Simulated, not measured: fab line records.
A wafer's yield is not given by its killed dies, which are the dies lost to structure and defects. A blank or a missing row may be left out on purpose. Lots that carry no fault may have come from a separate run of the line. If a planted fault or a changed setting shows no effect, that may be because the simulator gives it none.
fab line records	flow nand_harc
[record] lots = 6	wafers = 18	last_day = 24
route steps=1159 shown A_CONTACT@864
lots that met no fault: taken from a fault-free run of the same line
start_h: start of the lot's first displayed wafer, in hours after the record's first day	wait_h: time in hours since the lot's previous step	" unchanged from the row above	L1.1+2: a single row standing in for several wafers	- no value present, or no start provided	* or withheld: withheld	< > ~ a bound
route shown NAME@n: a module of which the file shows steps, and the number in the route of the first	usual: the fault-free wafers' mean and standard deviation	same: alike in all rows	chamber/n: place in a boat	sites: each site's reading	_std_site: the values' standard deviation	_edge_site: inner sites' mean taken away from outer sites' mean	radius_mm: how far each site lies from the wafer's centre	mask NAME#n: copy n	behind: the last tool/chamber to shape the wafer	hold: the reason the lot was held/the length of the hold in hours/how it ended	device: the transistor (n, p or np) that didn't switch	end of line: the route-end tests of the same wafers	step lacking rows: just its recipe	killed: dies lost to structure and defects at the first sort, not the wafer's yield	map: per-die view of a wafer (x killed, . not killed, _ where there is no die)
set.NAME: setting as actually run; set.NAME@STEP: the setting as run at that earlier step	model.NAME: the simulator's own value behind a step, which no gauge read
lots at some steps of the route; a table a step, a row a wafer
services: the hour from which a tool's chamber was out of use, counted from the record's first day as start_h (under 0 if before that day), plus the number of hours and why
[[steps]]
[step NHARC_A_CONTACT_ETCH_113]
[recipe] source_w = withheld	pressure_mtorr = 20	bias_v = 3000	time_s = 94	target_depth_a = 9220	ar_flow_sccm = withheld	c4f8_flow_sccm = withheld	o2_flow_sccm = withheld	chemistry = C4F8/O2/Ar
[step NHARC_A_CONTACT_ETCH_114]
[recipe] source_w = withheld	pressure_mtorr = 20	bias_v = 3000	time_s = 94	target_depth_a = 9220	ar_flow_sccm = withheld	c4f8_flow_sccm = withheld	o2_flow_sccm = withheld	chemistry = C4F8/O2/Ar
[usual] chamber_pressure_mTorr = 20.000/0.024	oes_air_line_au = 0.999/0.019
lot.wafer	tool	chamber	start_h	wait_h	chamber_pressure_mTorr	oes_air_line_au	rf_hours_counter_h
L803.1	har_cap_etch-03	1	405.09	0.1	19.990	1.029	86
L803.4	"	0	"	"	20.016	1.002	-
L803.3	"	1	"	"	20.010	1.021	-
L808.2	har_cap_etch-02	0	413.11	0.1	19.992	1.023	18
L808.3	"	1	"	"	19.992	1.028	-
L808.5	"	1	"	"	20.022	1.024	-
L818.1	har_cap_etch-01	1	471.73	0.1	20.003	0.991	75
L818.2	"	0	"	"	19.985	0.999	75
L818.5	"	1	"	"	20.011	0.994	-
L817.1	har_cap_etch-03	0	473.41	0.1	20.046	0.998	98
L817.4	"	0	"	"	19.998	1.035	-
L817.5	"	0	"	"	19.983	1.026	-
L819.2	har_cap_etch-01	1	494.58	0.1	20.002	0.989	79
L819.5	"	0	"	"	19.966	1.019	-
L819.6	"	1	"	"	19.979	1.001	-
L820.1	har_cap_etch-01	0	503.38	0.1	20.027	0.989	80
L820.3	"	1	"	"	19.980	1.001	-
L820.6	"	1	"	"	19.968	1.026	-
[step NHARC_A_CONTACT_ETCH_115]
[recipe] source_w = withheld	pressure_mtorr = 20	bias_v = 3000	time_s = 94	target_depth_a = 9220	ar_flow_sccm = withheld	c4f8_flow_sccm = withheld	o2_flow_sccm = withheld	chemistry = C4F8/O2/Ar
[step NHARC_A_CONTACT_ETCH_116]
[recipe] source_w = withheld	pressure_mtorr = 20	bias_v = 3000	time_s = 94	target_depth_a = 9220	ar_flow_sccm = withheld	c4f8_flow_sccm = withheld	o2_flow_sccm = withheld	chemistry = C4F8/O2/Ar
[step NHARC_A_CONTACT_ETCH_117]
[recipe] source_w = withheld	pressure_mtorr = 20	bias_v = 3000	time_s = 94	target_depth_a = 9220	ar_flow_sccm = withheld	c4f8_flow_sccm = withheld	o2_flow_sccm = withheld	chemistry = C4F8/O2/Ar
[step NHARC_A_CONTACT_ETCH_118]
[recipe] source_w = withheld	pressure_mtorr = 20	bias_v = 3000	time_s = 94	target_depth_a = 9220	ar_flow_sccm = withheld	c4f8_flow_sccm = withheld	o2_flow_sccm = withheld	chemistry = C4F8/O2/Ar
[usual] chamber_pressure_mTorr = 20.002/0.015	oes_air_line_au = 1.002/0.02
lot.wafer	tool	chamber	start_h	wait_h	chamber_pressure_mTorr	oes_air_line_au	rf_hours_counter_h
L803.1	har_cap_etch-03	1	405.46	0.1	20.012	1.024	87
L803.4	"	0	"	"	20.000	0.997	-
L803.3	"	1	"	"	20.008	0.985	-
L808.2	har_cap_etch-02	0	413.47	0.1	20.009	1.006	18
L808.3	"	1	"	"	19.986	1.045	-
L808.5	"	1	"	"	20.001	1.011	-
L818.1	har_cap_etch-01	1	472.09	0.1	20.019	1.015	75
L818.2	"	0	"	"	19.996	1.013	75
L818.5	"	1	"	"	20.008	1.029	-
L817.1	har_cap_etch-03	0	473.77	0.1	20.029	1.007	99
L817.4	"	0	"	"	20.009	1.009	-
L817.5	"	0	"	"	19.998	1.019	-
L819.2	har_cap_etch-01	1	494.94	0.1	20.024	1.053	79
L819.5	"	0	"	"	20.012	1.007	-
L819.6	"	1	"	"	20.000	1.034	-
L820.1	har_cap_etch-01	0	503.74	0.1	20.003	0.990	80
L820.3	"	1	"	"	20.020	1.014	-
L820.6	"	1	"	"	20.007	1.000	-
[step NHARC_A_CONTACT_ETCH_119]
[recipe] source_w = withheld	pressure_mtorr = 20	bias_v = 3000	time_s = 94	target_depth_a = 9220	ar_flow_sccm = withheld	c4f8_flow_sccm = withheld	o2_flow_sccm = withheld	chemistry = C4F8/O2/Ar
[step NHARC_A_CONTACT_ETCH_120]
[recipe] source_w = withheld	pressure_mtorr = 20	bias_v = 3000	time_s = 94	target_depth_a = 9220	ar_flow_sccm = withheld	c4f8_flow_sccm = withheld	o2_flow_sccm = withheld	chemistry = C4F8/O2/Ar
[usual] chamber_pressure_mTorr = 19.998/0.027	oes_air_line_au = 1.000/0.02
lot.wafer	tool	chamber	start_h	wait_h	chamber_pressure_mTorr	oes_air_line_au	rf_hours_counter_h
L803.1	har_cap_etch-03	1	405.64	0.1	20.019	1.066	87
L803.4	"	0	"	"	20.015	0.984	-
L803.3	"	1	"	"	19.982	1.056	-
L808.2	har_cap_etch-02	0	413.65	0.1	19.984	0.997	18
L808.3	"	1	"	"	19.997	1.022	-
L808.5	"	1	"	"	20.026	1.037	-
L818.1	har_cap_etch-01	1	472.27	0.1	20.024	0.993	75
L818.2	"	0	"	"	19.975	0.992	75
L818.5	"	1	"	"	20.014	0.997	-
L817.1	har_cap_etch-03	0	473.95	0.1	20.015	0.998	99
L817.4	"	0	"	"	20.010	0.988	-
L817.5	"	0	"	"	19.976	0.994	-
L819.2	har_cap_etch-01	1	495.12	0.1	20.015	0.981	79
L819.5	"	0	"	"	19.975	0.970	-
L819.6	"	1	"	"	19.962	0.990	-
L820.1	har_cap_etch-01	0	503.93	0.1	20.023	1.001	80
L820.3	"	1	"	"	20.020	1.022	-
L820.6	"	1	"	"	19.988	1.003	-
[step NHARC_A_CONTACT_ETCH_121]
[recipe] source_w = withheld	pressure_mtorr = 20	bias_v = 3000	time_s = 94	target_depth_a = 9220	ar_flow_sccm = withheld	c4f8_flow_sccm = withheld	o2_flow_sccm = withheld	chemistry = C4F8/O2/Ar
[step NHARC_A_CONTACT_ETCH_122]
[recipe] source_w = withheld	pressure_mtorr = 20	bias_v = 3000	time_s = 95	target_depth_a = 9300	ar_flow_sccm = withheld	c4f8_flow_sccm = withheld	o2_flow_sccm = withheld	chemistry = C4F8/O2/Ar
[step NHARC_A_CONTACT_ETCH_123]
[recipe] source_w = withheld	pressure_mtorr = 20	bias_v = 400	time_s = 253	target_depth_a = 10900	ar_flow_sccm = withheld	c4f8_flow_sccm = 11.5	o2_flow_sccm = 7.2	chemistry = C4F8/O2/Ar
[usual] chamber_pressure_mTorr = 19.999/0.018	oes_air_line_au = 1.003/0.021
lot.wafer	tool	chamber	start_h	wait_h	chamber_pressure_mTorr	oes_air_line_au	rf_hours_counter_h
L803.1	har_cap_etch-03	1	405.95	0.1	19.994	1.040	87
L803.4	"	0	"	"	20.009	1.005	-
L803.3	"	1	"	"	19.984	1.012	-
L808.2	har_cap_etch-02	0	413.92	0.1	20.026	0.977	18
L808.3	"	1	"	"	20.004	1.028	-
L808.5	"	1	"	"	20.000	0.998	-
L818.1	har_cap_etch-01	1	472.55	0.1	20.019	0.979	76
L818.2	"	0	"	"	19.974	1.031	76
L818.5	"	1	"	"	20.004	0.982	-
L817.1	har_cap_etch-03	0	474.26	0.1	20.007	1.005	99
L817.4	"	0	"	"	20.003	1.036	-
L817.5	"	0	"	"	20.003	1.021	-
L819.2	har_cap_etch-01	1	495.43	0.1	19.975	1.007	80
L819.5	"	0	"	"	20.011	0.966	-
L819.6	"	1	"	"	20.005	0.975	-
L820.1	har_cap_etch-01	0	504.20	0.1	19.997	0.984	81
L820.3	"	1	"	"	19.963	0.985	-
L820.6	"	1	"	"	20.007	0.980	-
[step NHARC_A_CONTACT_ETCH_90]
[recipe] target_depth_a = 400	over_etch_frac = 0.5	time_s = 85.7	ion_energy_ev = 120	ch3f_flow_sccm = 50	o2_flow_sccm = 30	ar_flow_sccm = 200	rf_w = 500	bias_w = 100	chemistry = CH3F/O2
[usual] bias_w = 100.0/0.31	ch3f_flow_sccm = 50.01/0.16	drypump_motor_current_A = 5.8/0.42	o2_flow_sccm = 30.00/0.088	oes_product_au = 0.96/0.04	rf_vpp_V = 244.6/1.9	showerhead_plenum_p_Torr = 2.48/0.12	throttle_valve_pct = 20.664/0.0089
lot.wafer	tool	chamber	start_h	wait_h	bias_w	ch3f_flow_sccm	drypump_motor_current_A	o2_flow_sccm	oes_product_au	rf_hours_counter_h	rf_vpp_V	showerhead_plenum_p_Torr	throttle_valve_pct
L803.1	rie_diel-09	0	406.50	0.5	100.1	50.39	5.6	29.96	0.93	58	243.0	2.32	20.668
L803.3	"	1	"	"	100.2	50.06	5.2	29.98	0.92	53	245.0	2.56	20.670
L803.4	"	0	"	"	99.9	50.14	5.5	30.00	0.93	-	242.4	2.32	20.670
L808.3	rie_diel-10	3	414.55	0.4	99.6	49.82	5.5	30.05	0.93	8	246.0	2.48	20.660
L808.2	"	0	"	"	100.0	49.90	5.7	30.07	0.94	8	246.6	2.61	20.657
L808.5	"	1	"	"	99.8	50.21	5.7	30.04	0.93	-	242.5	2.29	20.674
L818.2	rie_diel-09	2	473.14	0.5	100.1	50.19	5.6	29.94	1.01	12	243.8	2.46	20.670
L818.1	"	1	"	"	100.0	49.97	5.2	29.93	0.99	13	245.0	2.55	20.655
L818.5	"	2	"	"	100.1	50.01	5.6	30.13	1.00	-	243.3	2.46	20.679
L817.1	rie_diel-10	3	474.85	0.5	99.4	50.21	5.5	29.90	0.99	20	245.0	2.47	20.651
L817.5	"	0	"	"	99.7	50.04	5.7	29.97	1.01	-	246.9	2.61	20.662
L817.4	"	1	"	"	99.8	50.15	5.8	30.02	1.01	-	242.1	2.29	20.663
L819.2	rie_diel-09	0	495.99	0.5	99.7	50.12	5.5	29.96	1.00	20	241.4	2.31	20.660
L819.5	"	3	"	"	100.0	49.95	6.2	29.99	1.01	-	245.3	2.60	20.663
L819.6	"	0	"	"	100.0	50.02	5.6	30.04	1.00	-	242.0	2.31	20.666
L820.3	rie_diel-09	1	504.82	0.4	99.9	49.84	5.2	29.92	0.92	24	246.6	2.54	20.670
L820.1	"	2	"	"	100.0	50.19	5.6	30.11	0.93	24	243.4	2.46	20.661
L820.6	"	0	"	"	100.0	50.04	5.6	29.96	0.91	-	241.1	2.30	20.675
[step NHARC_A_CONTACT_ETCH_96]
[recipe] target_depth_a = 200	over_etch_frac = 0.5	time_s = 10	ion_energy_ev = 250	c4f6_flow_sccm = 25	o2_flow_sccm = 20	ar_flow_sccm = 500	rf_w = 600	bias_w = 500	chemistry = C4F6/O2
[usual] bias_w = 500.0/1.4	c4f6_flow_sccm = 25.01/0.066	drypump_motor_current_A = 5.8/0.41	o2_flow_sccm = 20.00/0.063	oes_product_au = 0.970/0.029	rf_vpp_V = 548/3.9	showerhead_plenum_p_Torr = 3.96/0.18	throttle_valve_pct = 26.904/0.0094
lot.wafer	tool	chamber	start_h	wait_h	bias_w	c4f6_flow_sccm	drypump_motor_current_A	o2_flow_sccm	oes_product_au	rf_hours_counter_h	rf_vpp_V	showerhead_plenum_p_Torr	throttle_valve_pct
L803.1	rie_diel-09	1	406.67	0.2	-	-	-	-	-	-	-	-	-
L803.3	"	3	"	"	-	-	-	-	-	-	-	-	-
L803.4	"	3	"	"	-	-	-	-	-	-	-	-	-
L808.2	rie_diel-10	0	414.66	-	-	-	-	-	-	-	-	-	-
L808.3	"	2	"	"	-	-	-	-	-	-	-	-	-
L808.5	"	1	"	"	-	-	-	-	-	-	-	-	-
L818.2	rie_diel-09	1	473.28	-	501.1	25.03	5.2	20.00	0.995	13	550	4.06	26.903
L818.1	"	3	"	"	499.7	25.07	6.2	19.92	1.006	12	551	4.14	26.907
L818.5	"	1	"	"	499.3	25.07	5.2	19.98	0.989	-	550	4.06	26.916
L817.1	rie_diel-10	0	474.98	0.1	500.2	25.02	5.7	20.00	0.997	21	550	4.15	26.893
L817.5	"	3	"	"	501.1	25.04	5.5	20.00	0.997	-	548	3.94	26.893
L817.4	"	0	"	"	498.2	25.02	5.7	19.96	0.996	-	552	4.15	26.901
L819.2	rie_diel-09	2	496.31	-	498.9	24.89	5.6	20.03	1.012	20	548	3.92	26.912
L819.6	"	2	"	"	499.6	24.99	5.6	19.98	1.011	-	547	3.92	26.896
L819.5	"	3	"	"	496.0	24.96	6.2	20.04	1.012	-	552	4.13	26.902
L820.3	rie_diel-09	1	504.94	-	500.4	25.06	5.2	20.04	0.941	24	550	4.05	26.903
L820.1	"	3	"	"	497.5	25.08	6.2	19.99	0.939	25	551	4.13	26.910
L820.6	"	1	"	"	500.4	24.94	5.2	20.13	0.941	-	551	4.05	26.906
[step NHARC_A_CONTACT_CD_MEAS_53]
[usual] cd_nm = 189.6/0.82
lot.wafer	tool	chamber	start_h	wait_h	cd_nm
L803.1	cd_sem-03	-	406.75	0.1	190.5
L803.3	"	-	"	"	190.0
L803.4	"	-	"	"	189.7
L808.2	cd_sem-02	-	414.75	-	190.3
L808.3	"	-	"	"	190.3
L808.5	"	-	"	"	190.1
L818.1	cd_sem-03	-	473.36	-	190.4
L818.2	"	-	"	"	191.5
L818.5	"	-	"	"	191.4
L817.1	cd_sem-01	-	475.06	-	190.0
L817.4	"	-	"	"	189.5
L817.5	"	-	"	"	190.5
L819.2	cd_sem-02	-	496.40	-	189.9
L819.5	"	-	"	"	189.7
L819.6	"	-	"	"	190.3
L820.1	cd_sem-03	-	505.02	-	187.8
L820.3	"	-	"	"	188.1
L820.6	"	-	"	"	188.1
[[services]]
tool	chamber	start_h	hours	kind
rie_diel-09	0	385.94	-	clean
rie_diel-09	1	385.94	-	clean
rie_diel-09	2	385.94	-	clean
rie_diel-09	3	385.94	-	clean
rie_diel-09	2	401.69	12.6	repair
har_cap_etch-02	-	408.66	1.6	repair
rie_diel-09	0	410.44	-	clean
rie_diel-09	1	410.44	-	clean
rie_diel-09	3	410.44	-	clean
rie_diel-09	2	428.25	14.1	repair
rie_diel-09	-	431.26	9.0	pm
rie_diel-09	0	431.26	9.0	vent_cycle
rie_diel-09	1	431.26	9.0	vent_cycle
rie_diel-09	3	431.26	9.0	vent_cycle
rie_diel-09	0	440.26	-	clean
rie_diel-09	1	440.26	-	clean
rie_diel-09	1	440.26	-	consumable_replace:esc
rie_diel-09	1	440.26	-	consumable_replace:focus_ring
rie_diel-09	3	440.26	-	clean
rie_diel-09	3	453.44	1.9	repair
rie_diel-09	-	461.79	0.3	repair
rie_diel-10	2	462.02	18.7	repair
rie_diel-09	0	465.14	-	clean
rie_diel-09	1	465.14	-	clean
[[key]]
[first_sign] step = NHARC_A_CONTACT_ETCH_96	reading = tool_record	direction = missing
effect none on later readings
met_at NHARC_A_CONTACT_ETCH_96
struck_wafers L803.1,L803.3,L803.4,L808.2,L808.3,L808.5
later_rows_left_out L803.1,L803.3,L803.4,L808.2,L808.3,L808.5
sort_left_out L803.1,L803.3,L803.4,L808.2,L808.3,L808.5
tester_left_out L803,L808
[fault] kind = skipped_step_whole	tool = rie_diel-09,rie_diel-10	chamber = -	onset_h = 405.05	steps = NHARC_A_CONTACT_ETCH_96	scope = struck_lots_only
// tester_left_out: of these lots the tester's yield and bins aren't shown, on N5 and GAA mostly nor the transistor test; their killed dies are dies lost to structure and defects alone, not to doping, threshold or leakage, so they don't give the yield
// sort_left_out: the simulated sort isn't trusted on such a fault, so these wafers' sort isn't shown, and their yield isn't known
// later_rows_left_out: the simulator's readings of these wafers behind a module that went badly wrong aren't trusted and aren't shown, but for the sort
